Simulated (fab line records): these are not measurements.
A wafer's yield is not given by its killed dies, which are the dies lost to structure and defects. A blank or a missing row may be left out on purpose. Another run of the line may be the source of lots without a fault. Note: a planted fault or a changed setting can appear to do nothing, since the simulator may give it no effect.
fab line records | flow nandHarc
[record] lots = 24 | wafers = 72 | lastDay = 24
route steps=1159 shown P_M2@345 P_BONDPAD@352 A_ONON_D1@433 A_CHANNEL_HOLE_D1@487 A_CHANNEL_FILL_D1@517
lots with no fault: from the same line, run without faults
startH: the number of hours between the record's first day and the start of the first shown wafer of the lot | waitH: hours since the lot's step before | " unchanged from the row above | L1.1+2: a row that stands for several wafers | - no value, or no start was given | * or withheld: withheld | < > ~ a bound
route shown NAME@n: NAME is a module with steps in the file, n the number in the route of the first one | usual: average and standard deviation across the fault-free wafers | same: alike in all rows | chamber/n: place in a boat | sites: per-site readings | _std_site: the standard deviation of these | _edge_site: outer sites' mean less inner sites' | radiusMm: for every site, how far away it sits from the centre of the wafer | mask NAME#n: copy n | behind: the last tool/chamber to shape the wafer | hold: reason for holding the lot/hours on hold/outcome of the hold | device: which transistor (n, p or np) failed to switch | end of line: the route-end tests of the same wafers | where a step has no rows: the recipe by itself | killed: dies that structure and defects cost at the first sort, which is not the same as the wafer's yield | map: shows each die of a wafer: x if killed, . if not, _ if none is there
set.NAME: the setting that was run; set.NAME@STEP: the one run at that earlier step | model.NAME: the simulator's own value behind a step, which no gauge read
one table for each step of the route and one row for each wafer, over a sample of lots
services: a tool's chamber out of use, with start hour (startH, from the record's first day; less than 0 if before it), hours out, and reason
[[steps]]
[step NHARC_P_M2_THK_MEAS_24]
[recipe] thkMeasGauge = xrf
[usual] thkNm = 144.8/1.5
lot.wafer | tool         | chamber | startH | waitH | thkNm
L075.1    | filmMetro-01 | -       | 131.91 | -     | 145.5
L075.2    | "            | -       | "      | "     | 145.4
L075.5    | "            | -       | "      | "     | 146.8
L074.1    | filmMetro-02 | -       | 132.66 | -     | 144.2
L074.4    | "            | -       | "      | "     | 141.9
L074.6    | "            | -       | "      | "     | 145.6
L076.1    | filmMetro-01 | -       | 144.65 | -     | 142.9
L076.4    | "            | -       | "      | "     | 145.0
L076.6    | "            | -       | "      | "     | 143.6
L077.1    | filmMetro-01 | -       | 145.13 | -     | 141.9
L077.2    | "            | -       | "      | "     | 143.2
L077.6    | "            | -       | "      | "     | 143.6
L078.1    | filmMetro-02 | -       | 147.67 | -     | 143.4
L078.2    | "            | -       | "      | "     | 143.8
L078.3    | "            | -       | "      | "     | 145.4
L079.2    | filmMetro-02 | -       | 155.16 | -     | 143.8
L079.4    | "            | -       | "      | "     | 146.6
L079.6    | "            | -       | "      | "     | 144.4
L080.3    | filmMetro-01 | -       | 167.85 | -     | 141.7
L080.4    | "            | -       | "      | "     | 141.7
L080.5    | "            | -       | "      | "     | 144.1
L081.1    | filmMetro-01 | -       | 168.71 | -     | 141.6
L081.2    | "            | -       | "      | "     | 143.8
L081.6    | "            | -       | "      | "     | 142.8
L082.1    | filmMetro-02 | -       | 177.09 | -     | 142.2
L082.5    | "            | -       | "      | "     | 143.7
L082.6    | "            | -       | "      | "     | 144.1
L083.1    | filmMetro-01 | -       | 179.63 | -     | 146.5
L083.3    | "            | -       | "      | "     | 143.6
L083.5    | "            | -       | "      | "     | 145.5
L084.3    | filmMetro-02 | -       | 180.76 | -     | 147.1
L084.5    | "            | -       | "      | "     | 141.1
L084.6    | "            | -       | "      | "     | 143.9
L087.1    | filmMetro-01 | -       | 205.02 | -     | 144.6
L087.2    | "            | -       | "      | "     | 146.4
L087.4    | "            | -       | "      | "     | 144.2
L085.1    | filmMetro-01 | -       | 205.55 | -     | 146.0
L085.3    | "            | -       | "      | "     | 146.1
L085.5    | "            | -       | "      | "     | 144.7
L086.1    | filmMetro-01 | -       | 206.15 | -     | 144.9
L086.2    | "            | -       | "      | "     | 142.2
L086.4    | "            | -       | "      | "     | 147.5
L089.3    | filmMetro-02 | -       | 215.55 | -     | 146.7
L089.4    | "            | -       | "      | "     | 146.9
L089.5    | "            | -       | "      | "     | 146.8
L088.1    | filmMetro-02 | -       | 216.62 | -     | 145.3
L088.3    | "            | -       | "      | "     | 143.6
L088.4    | "            | -       | "      | "     | 142.4
L090.1    | filmMetro-01 | -       | 224.12 | -     | 143.4
L090.3    | "            | -       | "      | "     | 145.3
L090.4    | "            | -       | "      | "     | 145.7
L091.1    | filmMetro-02 | -       | 228.14 | -     | 143.6
L091.2    | "            | -       | "      | "     | 144.9
L091.3    | "            | -       | "      | "     | 144.6
L092.1    | filmMetro-02 | -       | 235.20 | -     | 145.0
L092.4    | "            | -       | "      | "     | 145.6
L092.5    | "            | -       | "      | "     | 143.8
L093.2    | filmMetro-01 | -       | 244.17 | -     | 146.2
L093.4    | "            | -       | "      | "     | 144.1
L093.6    | "            | -       | "      | "     | 144.5
L094.3    | filmMetro-01 | -       | 249.70 | -     | 145.5
L094.4    | "            | -       | "      | "     | 146.3
L094.6    | "            | -       | "      | "     | 147.6
L095.1    | filmMetro-02 | -       | 256.13 | -     | 142.4
L095.2    | "            | -       | "      | "     | 143.3
L095.3    | "            | -       | "      | "     | 144.5
L096.1    | filmMetro-01 | -       | 257.44 | -     | 145.6
L096.3    | "            | -       | "      | "     | 146.1
L096.4    | "            | -       | "      | "     | 145.4
L097.1    | filmMetro-02 | -       | 266.10 | -     | 144.3
L097.4    | "            | -       | "      | "     | 144.1
L097.5    | "            | -       | "      | "     | 146.2
[step NHARC_P_BONDPAD_CMP_32]
[recipe] targetThkNm = 200 | material = SiCN
[usual] motorCurrentA = 12.4/1.3
lot.wafer | tool   | chamber | startH | waitH | motorCurrentA
L075.1    | cmp-04 | 2       | 133.24 | -     | 10.6
L075.2    | "      | 3       | "      | "     | 13.1
L075.5    | "      | 2       | "      | "     | 11.7
L074.4    | cmp-03 | 1       | 133.76 | -     | 13.6
L074.1    | "      | 0       | "      | "     | 9.8
L074.6    | "      | 1       | "      | "     | 13.2
L076.1    | cmp-03 | 0       | 145.84 | -     | 9.5
L076.4    | "      | 2       | "      | "     | 12.7
L076.6    | "      | 0       | "      | "     | 9.6
L077.1    | cmp-04 | 2       | 146.25 | -     | 11.7
L077.2    | "      | 3       | "      | "     | 12.0
L077.6    | "      | 2       | "      | "     | 11.8
L078.2    | cmp-03 | 2       | 148.85 | -     | 13.3
L078.3    | "      | 3       | "      | "     | 13.0
L078.1    | "      | 1       | "      | "     | 13.6
L079.4    | cmp-04 | 0       | 156.33 | -     | 11.8
L079.2    | "      | 1       | "      | "     | 11.9
L079.6    | "      | 2       | "      | "     | 12.2
L080.3    | cmp-03 | 2       | 169.00 | -     | 12.7
L080.4    | "      | 0       | "      | "     | 9.0
L080.5    | "      | 1       | "      | "     | 14.2
L081.1    | cmp-02 | 3       | 169.84 | -     | 13.8
L081.2    | "      | 0       | "      | "     | 12.6
L081.6    | "      | 3       | "      | "     | 14.0
L082.1    | cmp-02 | 1       | 178.23 | -     | 12.4
L082.6    | "      | 0       | "      | "     | 12.9
L082.5    | "      | 1       | "      | "     | 12.0
L083.3    | cmp-04 | 1       | 180.76 | -     | 11.9
L083.1    | "      | 2       | "      | "     | 11.3
L083.5    | "      | 2       | "      | "     | 10.8
L084.3    | cmp-02 | 0       | 181.88 | -     | 13.0
L084.5    | "      | 0       | "      | "     | 12.4
L084.6    | "      | 1       | "      | "     | 12.6
L087.4    | cmp-02 | 3       | 206.34 | 0.3   | 15.0
L087.2    | "      | 0       | "      | "     | 13.3
L087.1    | "      | 1       | "      | "     | 11.9
L086.4    | cmp-02 | 3       | 207.31 | -     | 12.9
L086.2    | "      | 0       | "      | "     | 13.3
L086.1    | "      | 1       | "      | "     | 12.0
L085.1    | cmp-02 | 2       | 207.54 | -     | 9.8
L085.3    | "      | 0       | "      | "     | 12.5
L085.5    | "      | 1       | "      | "     | 11.7
L089.4    | cmp-03 | 1       | 216.80 | 0.3   | 14.1
L089.3    | "      | 3       | "      | "     | 12.3
L089.5    | "      | 1       | "      | "     | 13.7
L088.4    | cmp-03 | 2       | 217.74 | -     | 12.2
L088.3    | "      | 3       | "      | "     | 12.4
L088.1    | "      | 0       | "      | "     | 9.3
L090.1    | cmp-02 | 0       | 225.40 | -     | 13.0
L090.3    | "      | 1       | "      | "     | 12.1
L090.4    | "      | 2       | "      | "     | 10.3
L091.3    | cmp-04 | 2       | 229.59 | -     | 11.9
L091.2    | "      | 3       | "      | "     | 12.8
L091.1    | "      | 1       | "      | "     | 11.5
L092.1    | cmp-03 | 2       | 236.64 | -     | 13.6
L092.4    | "      | 0       | "      | "     | 10.1
L092.5    | "      | 1       | "      | "     | 14.1
L093.2    | cmp-03 | 2       | 245.72 | -     | 13.3
L093.4    | "      | 0       | "      | "     | 9.9
L093.6    | "      | 2       | "      | "     | 12.7
L094.4    | cmp-02 | 2       | 250.93 | -     | 10.4
L094.3    | "      | 1       | "      | "     | 12.6
L094.6    | "      | 2       | "      | "     | 10.6
L095.2    | cmp-04 | 0       | 257.25 | -     | 12.1
L095.3    | "      | 1       | "      | "     | 11.4
L095.1    | "      | 2       | "      | "     | 11.9
L096.1    | cmp-02 | 3       | 258.58 | -     | 14.7
L096.3    | "      | 0       | "      | "     | 13.1
L096.4    | "      | 2       | "      | "     | 9.9
L097.4    | cmp-02 | 3       | 267.30 | -     | 14.3
L097.1    | "      | 1       | "      | "     | 12.5
L097.5    | "      | 3       | "      | "     | 13.8
[step NHARC_A_ONON_D1_THK_MEAS_14]
[recipe] thkMeasGauge = ellipsometry
[usual] thkNm = 1001/8.6
lot.wafer | tool         | chamber | startH | waitH | thkNm
L075.1    | filmMetro-01 | -       | 163.83 | -     | 1001
L075.2    | "            | -       | "      | "     | 1003
L075.5    | "            | -       | "      | "     | 1000
L074.1    | filmMetro-01 | -       | 164.05 | -     | 990
L074.4    | "            | -       | "      | "     | 992
L074.6    | "            | -       | "      | "     | 992
L077.1    | filmMetro-02 | -       | 176.47 | -     | 1000
L077.2    | "            | -       | "      | "     | 1000
L077.6    | "            | -       | "      | "     | 1001
L076.1    | filmMetro-01 | -       | 176.47 | -     | 997
L076.4    | "            | -       | "      | "     | 997
L076.6    | "            | -       | "      | "     | 997
L078.1    | filmMetro-02 | -       | 176.49 | -     | 998
L078.2    | "            | -       | "      | "     | 1000
L078.3    | "            | -       | "      | "     | 999
L079.2    | filmMetro-02 | -       | 186.27 | -     | 1002
L079.4    | "            | -       | "      | "     | 1001
L079.6    | "            | -       | "      | "     | 1001
L081.1    | filmMetro-01 | -       | 201.57 | -     | 996
L081.2    | "            | -       | "      | "     | 994
L081.6    | "            | -       | "      | "     | 995
L080.3    | filmMetro-02 | -       | 201.63 | -     | 1012
L080.4    | "            | -       | "      | "     | 1013
L080.5    | "            | -       | "      | "     | 1013
L083.1    | filmMetro-01 | -       | 207.74 | -     | 1007
L083.3    | "            | -       | "      | "     | 1006
L083.5    | "            | -       | "      | "     | 1007
L082.1    | filmMetro-01 | -       | 207.81 | -     | 994
L082.5    | "            | -       | "      | "     | 995
L082.6    | "            | -       | "      | "     | 993
L084.3    | filmMetro-02 | -       | 213.83 | -     | 1000
L084.5    | "            | -       | "      | "     | 1001
L084.6    | "            | -       | "      | "     | 1001
L087.1    | filmMetro-01 | -       | 236.79 | -     | 1025
L087.2    | "            | -       | "      | "     | 1023
L087.4    | "            | -       | "      | "     | 1024
L085.1    | filmMetro-02 | -       | 236.81 | -     | 1011
L085.3    | "            | -       | "      | "     | 1011
L085.5    | "            | -       | "      | "     | 1011
L086.1    | filmMetro-01 | -       | 236.81 | -     | 993
L086.2    | "            | -       | "      | "     | 996
L086.4    | "            | -       | "      | "     | 996
L088.1    | filmMetro-02 | -       | 250.07 | -     | 997
L088.3    | "            | -       | "      | "     | 997
L088.4    | "            | -       | "      | "     | 997
L089.3    | filmMetro-01 | -       | 250.08 | -     | 993
L089.4    | "            | -       | "      | "     | 995
L089.5    | "            | -       | "      | "     | 995
L091.1    | filmMetro-02 | -       | 257.41 | -     | 987
L091.2    | "            | -       | "      | "     | 989
L091.3    | "            | -       | "      | "     | 988
L090.1    | filmMetro-02 | -       | 257.60 | -     | 995
L090.3    | "            | -       | "      | "     | 998
L090.4    | "            | -       | "      | "     | 995
L092.1    | filmMetro-02 | -       | 266.89 | -     | 993
L092.4    | "            | -       | "      | "     | 995
L092.5    | "            | -       | "      | "     | 994
L093.2    | filmMetro-01 | -       | 276.33 | -     | 1014
L093.4    | "            | -       | "      | "     | 1014
L093.6    | "            | -       | "      | "     | 1012
L094.3    | filmMetro-02 | -       | 280.91 | -     | 1012
L094.4    | "            | -       | "      | "     | 1012
L094.6    | "            | -       | "      | "     | 1012
L096.1    | filmMetro-01 | -       | 286.41 | -     | 1001
L096.3    | "            | -       | "      | "     | 1003
L096.4    | "            | -       | "      | "     | 1003
L095.1    | filmMetro-02 | -       | 286.55 | -     | 1007
L095.2    | "            | -       | "      | "     | 1005
L095.3    | "            | -       | "      | "     | 1008
L097.1    | filmMetro-02 | -       | 298.98 | -     | 986
L097.4    | "            | -       | "      | "     | 988
L097.5    | "            | -       | "      | "     | 986
[step NHARC_A_ONON_D1_THK_MEAS_21]
[recipe] thkMeasGauge = ellipsometry
[usual] thkNm = 1002/12
lot.wafer | tool         | chamber | startH | waitH | thkNm
L075.1    | filmMetro-02 | -       | 171.35 | -     | 984
L075.2    | "            | -       | "      | "     | 984
L075.5    | "            | -       | "      | "     | 985
L074.1    | filmMetro-02 | -       | 171.37 | -     | 991
L074.4    | "            | -       | "      | "     | 991
L074.6    | "            | -       | "      | "     | 991
L077.1    | filmMetro-02 | -       | 184.20 | -     | 1004
L077.2    | "            | -       | "      | "     | 1003
L077.6    | "            | -       | "      | "     | 1002
L076.1    | filmMetro-02 | -       | 184.22 | -     | 1024
L076.4    | "            | -       | "      | "     | 1024
L076.6    | "            | -       | "      | "     | 1023
L078.1    | filmMetro-02 | -       | 184.31 | -     | 1019
L078.2    | "            | -       | "      | "     | 1019
L078.3    | "            | -       | "      | "     | 1018
L079.2    | filmMetro-01 | -       | 193.96 | -     | 1011
L079.4    | "            | -       | "      | "     | 1011
L079.6    | "            | -       | "      | "     | 1009
L080.3    | filmMetro-01 | -       | 209.23 | -     | 985
L080.4    | "            | -       | "      | "     | 985
L080.5    | "            | -       | "      | "     | 987
L081.1    | filmMetro-02 | -       | 209.23 | -     | 1010
L081.2    | "            | -       | "      | "     | 1009
L081.6    | "            | -       | "      | "     | 1009
L083.1    | filmMetro-01 | -       | 219.30 | -     | 1020
L083.3    | "            | -       | "      | "     | 1021
L083.5    | "            | -       | "      | "     | 1019
L082.1    | filmMetro-02 | -       | 219.30 | -     | 991
L082.5    | "            | -       | "      | "     | 991
L082.6    | "            | -       | "      | "     | 990
L084.3    | filmMetro-01 | -       | 219.32 | -     | 1002
L084.5    | "            | -       | "      | "     | 1001
L084.6    | "            | -       | "      | "     | 1002
L087.1    | filmMetro-01 | -       | 244.41 | -     | 989
L087.2    | "            | -       | "      | "     | 989
L087.4    | "            | -       | "      | "     | 990
L085.1    | filmMetro-02 | -       | 244.54 | -     | 1021
L085.3    | "            | -       | "      | "     | 1020
L085.5    | "            | -       | "      | "     | 1019
L086.1    | filmMetro-01 | -       | 244.78 | -     | 995
L086.2    | "            | -       | "      | "     | 995
L086.4    | "            | -       | "      | "     | 994
L089.3    | filmMetro-02 | -       | 257.82 | -     | 1010
L089.4    | "            | -       | "      | "     | 1009
L089.5    | "            | -       | "      | "     | 1011
L088.1    | filmMetro-01 | -       | 257.83 | -     | 1000
L088.3    | "            | -       | "      | "     | 999
L088.4    | "            | -       | "      | "     | 1001
L091.1    | filmMetro-02 | -       | 265.05 | -     | 1017
L091.2    | "            | -       | "      | "     | 1016
L091.3    | "            | -       | "      | "     | 1016
L090.1    | filmMetro-01 | -       | 265.05 | -     | 1004
L090.3    | "            | -       | "      | "     | 1005
L090.4    | "            | -       | "      | "     | 1004
L092.1    | filmMetro-01 | -       | 276.27 | -     | 1004
L092.4    | "            | -       | "      | "     | 1004
L092.5    | "            | -       | "      | "     | 1005
L093.2    | filmMetro-01 | -       | 286.19 | -     | 987
L093.4    | "            | -       | "      | "     | 988
L093.6    | "            | -       | "      | "     | 985
L094.3    | filmMetro-01 | -       | 286.20 | -     | 1004
L094.4    | "            | -       | "      | "     | 1003
L094.6    | "            | -       | "      | "     | 1004
L096.1    | filmMetro-02 | -       | 295.05 | -     | 990
L096.3    | "            | -       | "      | "     | 991
L096.4    | "            | -       | "      | "     | 990
L095.1    | filmMetro-02 | -       | 295.05 | -     | 984
L095.2    | "            | -       | "      | "     | 985
L095.3    | "            | -       | "      | "     | 983
L097.1    | filmMetro-02 | -       | 306.57 | -     | 1001
L097.4    | "            | -       | "      | "     | 1001
L097.5    | "            | -       | "      | "     | 1001
[step NHARC_A_CHANNEL_HOLE_D1_CD_MEAS_30]
[usual] cdNm = 90.1/0.97
lot.wafer | tool     | chamber | startH | waitH | cdNm
L075.1    | cdSem-02 | -       | 185.49 | -     | 90.9
L075.2    | "        | -       | "      | "     | 91.3
L075.5    | "        | -       | "      | "     | 92.8
L074.1    | cdSem-03 | -       | 189.64 | -     | 89.6
L074.4    | "        | -       | "      | "     | 90.5
L074.6    | "        | -       | "      | "     | 90.4
L076.1    | cdSem-03 | -       | 197.27 | -     | 90.3
L076.4    | "        | -       | "      | "     | 90.2
L076.6    | "        | -       | "      | "     | 89.3
L077.1    | cdSem-01 | -       | 197.29 | -     | 89.5
L077.2    | "        | -       | "      | "     | 89.4
L077.6    | "        | -       | "      | "     | 89.6
L078.1    | cdSem-01 | -       | 201.30 | -     | 89.9
L078.2    | "        | -       | "      | "     | 90.0
L078.3    | "        | -       | "      | "     | 91.1
L079.2    | cdSem-03 | -       | 205.84 | -     | 89.8
L079.4    | "        | -       | "      | "     | 89.6
L079.6    | "        | -       | "      | "     | 89.5
L080.3    | cdSem-02 | -       | 221.58 | -     | 89.9
L080.4    | "        | -       | "      | "     | 91.1
L080.5    | "        | -       | "      | "     | 90.5
L081.1    | cdSem-02 | -       | 221.84 | -     | 89.7
L081.2    | "        | -       | "      | "     | 90.5
L081.6    | "        | -       | "      | "     | 90.7
L082.1    | cdSem-03 | -       | 231.39 | -     | 90.4
L082.5    | "        | -       | "      | "     | 90.7
L082.6    | "        | -       | "      | "     | 90.1
L083.1    | cdSem-02 | -       | 231.52 | 0.1   | 88.2
L083.3    | "        | -       | "      | "     | 91.1
L083.5    | "        | -       | "      | "     | 88.5
L084.3    | cdSem-01 | -       | 235.59 | 0.1   | 90.4
L084.5    | "        | -       | "      | "     | 89.4
L084.6    | "        | -       | "      | "     | 89.8
L087.1    | cdSem-01 | -       | 256.81 | -     | 89.9
L087.2    | "        | -       | "      | "     | 90.9
L087.4    | "        | -       | "      | "     | 89.8
L085.1    | cdSem-03 | -       | 256.97 | -     | 90.9
L085.3    | "        | -       | "      | "     | 89.8
L085.5    | "        | -       | "      | "     | 90.4
L086.1    | cdSem-03 | -       | 260.94 | -     | 88.0
L086.2    | "        | -       | "      | "     | 89.8
L086.4    | "        | -       | "      | "     | 88.5
L089.3    | cdSem-03 | -       | 270.79 | -     | 88.3
L089.4    | "        | -       | "      | "     | 89.2
L089.5    | "        | -       | "      | "     | 88.6
L088.1    | cdSem-01 | -       | 271.90 | -     | 91.1
L088.3    | "        | -       | "      | "     | 90.3
L088.4    | "        | -       | "      | "     | 91.7
L091.1    | cdSem-02 | -       | 276.85 | -     | 91.6
L091.2    | "        | -       | "      | "     | 88.9
L091.3    | "        | -       | "      | "     | 88.5
L090.1    | cdSem-03 | -       | 277.16 | -     | 89.8
L090.3    | "        | -       | "      | "     | 90.2
L090.4    | "        | -       | "      | "     | 90.1
L092.1    | cdSem-01 | -       | 288.07 | -     | 90.0
L092.4    | "        | -       | "      | "     | 89.5
L092.5    | "        | -       | "      | "     | 90.4
L093.2    | cdSem-03 | -       | 299.72 | -     | 91.1
L093.4    | "        | -       | "      | "     | 90.4
L093.6    | "        | -       | "      | "     | 88.9
L094.3    | cdSem-02 | -       | 303.39 | -     | 89.2
L094.4    | "        | -       | "      | "     | 91.7
L094.6    | "        | -       | "      | "     | 88.9
L096.1    | cdSem-02 | -       | 307.65 | 0.1   | 91.4
L096.3    | "        | -       | "      | "     | 89.6
L096.4    | "        | -       | "      | "     | 90.7
L095.1    | cdSem-02 | -       | 309.39 | -     | 91.8
L095.2    | "        | -       | "      | "     | 91.1
L095.3    | "        | -       | "      | "     | 91.0
L097.1    | cdSem-02 | -       | 319.23 | 0.1   | 89.5
L097.4    | "        | -       | "      | "     | 90.4
L097.5    | "        | -       | "      | "     | 90.0
[step NHARC_A_CHANNEL_FILL_D1_RTA_24]
[recipe] tempC = 1000 | timeS = 5
[usual] lampPowerPct = 29/3.4 | wafer_temp_C_max = 1004.8/1.5
lot.wafer | tool         | chamber | startH | waitH | lampPowerPct | wafer_temp_C_max
L075.1    | rtpAnneal-02 | 0       | 235.48 | 0.2   | 33           | 1003.9
L075.2    | "            | 0       | "      | "     | 33           | 1004.8
L075.5    | "            | 0       | "      | "     | 33           | 1005.6
L074.1    | rtpAnneal-02 | 0       | 240.95 | 0.0   | 33           | 1004.2
L074.4    | "            | 0       | "      | "     | 33           | 1004.5
L074.6    | "            | 0       | "      | "     | 33           | 1003.7
L078.1    | rtpAnneal-01 | 0       | 247.40 | 0.3   | 26           | 1005.3
L078.2    | "            | 0       | "      | "     | 26           | 1004.0
L078.3    | "            | 0       | "      | "     | 26           | 1004.5
L076.1    | rtpAnneal-01 | 0       | 247.57 | 0.5   | 26           | 1005.3
L076.4    | "            | 0       | "      | "     | 26           | 1007.5
L076.6    | "            | 0       | "      | "     | 26           | 1006.3
L077.1    | rtpAnneal-02 | 0       | 250.75 | 0.0   | 33           | 1003.7
L077.2    | "            | 0       | "      | "     | 33           | 1002.7
L077.6    | "            | 0       | "      | "     | 33           | 1002.8
L079.2    | rtpAnneal-01 | 0       | 257.35 | 0.1   | 26           | 1003.9
L079.4    | "            | 0       | "      | "     | 26           | 1005.2
L079.6    | "            | 0       | "      | "     | 26           | 1005.9
L081.1    | rtpAnneal-01 | 0       | 269.87 | 0.0   | 26           | 1004.8
L081.2    | "            | 0       | "      | "     | 26           | 1006.5
L081.6    | "            | 0       | "      | "     | 26           | 1005.5
L080.3    | rtpAnneal-02 | 0       | 269.92 | 0.1   | 33           | 1004.4
L080.4    | "            | 0       | "      | "     | 33           | 1004.1
L080.5    | "            | 0       | "      | "     | 33           | 1004.6
L083.1    | rtpAnneal-02 | 0       | 282.34 | 0.0   | 33           | 1003.2
L083.3    | "            | 0       | "      | "     | 33           | 1003.6
L083.5    | "            | 0       | "      | "     | 33           | 1002.9
L082.1    | rtpAnneal-01 | 0       | 282.41 | 0.1   | 26           | 1004.8
L082.5    | "            | 0       | "      | "     | 26           | 1006.1
L082.6    | "            | 0       | "      | "     | 26           | 1005.9
L084.3    | rtpAnneal-01 | 0       | 290.13 | 0.1   | 26           | 1009.8
L084.5    | "            | 0       | "      | "     | 26           | 1004.5
L084.6    | "            | 0       | "      | "     | 26           | 1004.9
L087.1    | rtpAnneal-01 | 0       | 309.90 | 0.0   | 26           | 1005.6
L087.2    | "            | 0       | "      | "     | 26           | 1003.3
L087.4    | "            | 0       | "      | "     | 26           | 1003.9
L086.1    | rtpAnneal-01 | 0       | 310.07 | 0.2   | 26           | 1006.1
L086.2    | "            | 0       | "      | "     | 26           | 1006.0
L086.4    | "            | 0       | "      | "     | 26           | 1008.6
L085.1    | rtpAnneal-01 | 0       | 310.24 | 0.4   | 26           | 1004.3
L085.3    | "            | 0       | "      | "     | 26           | 1004.3
L085.5    | "            | 0       | "      | "     | 26           | 1006.7
L088.1    | rtpAnneal-01 | 0       | 321.51 | 0.0   | 26           | 1005.5
L088.3    | "            | 0       | "      | "     | 26           | 1006.2
L088.4    | "            | 0       | "      | "     | 26           | 1012.6
L089.3    | rtpAnneal-01 | 0       | 325.36 | 0.5   | 26           | 1005.7
L089.4    | "            | 0       | "      | "     | 26           | 1006.1
L089.5    | "            | 0       | "      | "     | 26           | 1006.1
L090.1    | rtpAnneal-02 | 0       | 325.44 | 0.6   | 33           | 1003.1
L090.3    | "            | 0       | "      | "     | 33           | 1003.2
L090.4    | "            | 0       | "      | "     | 33           | 1002.7
L091.1    | rtpAnneal-01 | 0       | 325.47 | 0.6   | 26           | 1006.6
L091.2    | "            | 0       | "      | "     | 26           | 1007.8
L091.3    | "            | 0       | "      | "     | 26           | 1004.4
L092.1    | rtpAnneal-02 | 0       | 342.33 | 0.0   | 33           | 1004.6
L092.4    | "            | 0       | "      | "     | 33           | 1002.7
L092.5    | "            | 0       | "      | "     | 33           | 1002.6
L095.1    | rtpAnneal-02 | 0       | 356.21 | 0.0   | 33           | 1003.5
L095.2    | "            | 0       | "      | "     | 33           | 1003.6
L095.3    | "            | 0       | "      | "     | 33           | 1003.9
L093.2    | rtpAnneal-01 | 0       | 356.25 | 0.1   | 26           | 1004.1
L093.4    | "            | 0       | "      | "     | 26           | 1005.7
L093.6    | "            | 0       | "      | "     | 26           | 1004.5
L096.1    | rtpAnneal-02 | 0       | 356.38 | 0.1   | 33           | 1002.9
L096.3    | "            | 0       | "      | "     | 33           | 1004.2
L096.4    | "            | 0       | "      | "     | 33           | 1003.9
L094.3    | rtpAnneal-02 | 0       | 360.20 | 0.1   | 33           | 1004.5
L094.4    | "            | 0       | "      | "     | 33           | 1004.6
L094.6    | "            | 0       | "      | "     | 33           | 1003.0
L097.1    | rtpAnneal-02 | 0       | 370.00 | 0.0   | 33           | 1003.2
L097.4    | "            | 0       | "      | "     | 33           | 1003.7
L097.5    | "            | 0       | "      | "     | 33           | 1005.5
[[services]]
tool         | chamber | startH | hours | kind
cmp-02       | -       | 128.50 | 4.0   | pm
cmp-02       | -       | 132.50 | -     | consumableReplace:conditioner
cmp-02       | -       | 134.29 | 1.5   | repair
cmp-02       | -       | 145.79 | 3.1   | repair
cmp-03       | -       | 156.00 | 4.0   | pm
cmp-02       | -       | 173.00 | 0.4   | repair
cmp-03       | -       | 178.00 | 1.1   | repair
cmp-04       | -       | 181.05 | 0.7   | repair
cmp-02       | -       | 195.89 | 4.7   | repair
cmp-04       | -       | 203.17 | 4.0   | pm
cmp-02       | -       | 226.50 | 4.0   | pm
cmp-02       | -       | 233.37 | 2.2   | repair
cmp-04       | -       | 242.97 | 0.8   | repair
cmp-03       | -       | 254.00 | 4.0   | pm
cmp-03       | -       | 293.96 | 1.9   | repair
rtpAnneal-02 | -       | 300.00 | 12.0  | pm
cmp-04       | -       | 301.17 | 4.0   | pm
cmp-02       | -       | 304.31 | 2.1   | repair
cmp-02       | -       | 319.22 | 0.6   | repair
cmp-04       | -       | 319.71 | 0.3   | repair
cmp-02       | -       | 324.50 | 4.0   | pm
cmp-02       | -       | 342.41 | 23.9  | repair
cmp-03       | -       | 352.05 | 4.0   | pm
cmp-03       | -       | 369.79 | 1.7   | repair
[[key]]
fault none
